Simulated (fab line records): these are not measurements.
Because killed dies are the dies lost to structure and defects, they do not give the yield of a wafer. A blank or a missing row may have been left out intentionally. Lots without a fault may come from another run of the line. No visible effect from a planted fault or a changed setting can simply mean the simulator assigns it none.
Chamber matching | flow n5-finfet | N5_BEOL_M1_PECVD_72 on pecvd-03 has 3 sister chambers
The step deposits SiO2 from TEOS/O2, target thk 16 nm, time 18 s. 6 wafers are shown with their chamber, then 12 later ones without.

WAFERS, EACH WITH ITS CHAMBER
wafer  | chamber | throttle-valve-pct (%) | showerhead-plenum-p-Torr (Torr)
L083.6 | 1       | 24.0                   | 8.77
L084.3 | 1       | 23.8                   | 8.75
L086.6 | 2       | 21.2                   | 8.89
L090.2 | 2       | 21.1                   | 8.92
L090.3 | 0       | 22.7                   | 8.75
L090.6 | 0       | 22.6                   | 8.76

WAFERS WITH NO CHAMBER GIVEN
wafer  | throttle-valve-pct (%) | showerhead-plenum-p-Torr (Torr)
L091.3 | 22.6                   | 8.79
L091.4 | 21.3                   | 8.88
L091.6 | 23.0                   | 8.76
L092.3 | 23.5                   | 8.75
L092.5 | 22.5                   | 8.77
L092.6 | 23.8                   | 8.75
L096.1 | 23.7                   | 8.75
L096.5 | 22.8                   | 8.76
L096.6 | 23.7                   | 8.75
L097.2 | 22.8                   | 8.75
L097.3 | 23.4                   | 8.76
L097.6 | 21.1                   | 8.92

WHICH CHAMBER EACH WENT THROUGH
wafer  | from the rows above | in truth
L091.3 | 0                   | 0
L091.4 | 2                   | 2
L091.6 | 0                   | 0
L092.3 | 1                   | 1
L092.5 | 0                   | 0
L092.6 | 1                   | 1
L096.1 | 1                   | 1
L096.5 | 0                   | 0
L096.6 | 1                   | 1
L097.2 | 0                   | 0
L097.3 | 1                   | 1
L097.6 | 2                   | 2
Correct placement for 12 of the 12. From these rows, 0 cannot be placed. Number placed wrongly: 0.
How it was worked out, from the rows above alone: a wafer's distance from a chamber is the root of the sum, over the readings, of the square of ((its reading less the chamber's mean) divided by the reading's scatter). If the next closest chamber is less than 2 further off than the closest, the wafer can't be placed; otherwise it belongs to the closest. Each chamber's mean is taken over the wafers shown for it. The scatter is the square root of a quotient: the sum, over the shown wafers, of each reading's squared deviation from its chamber's mean, divided by wafers minus chambers.
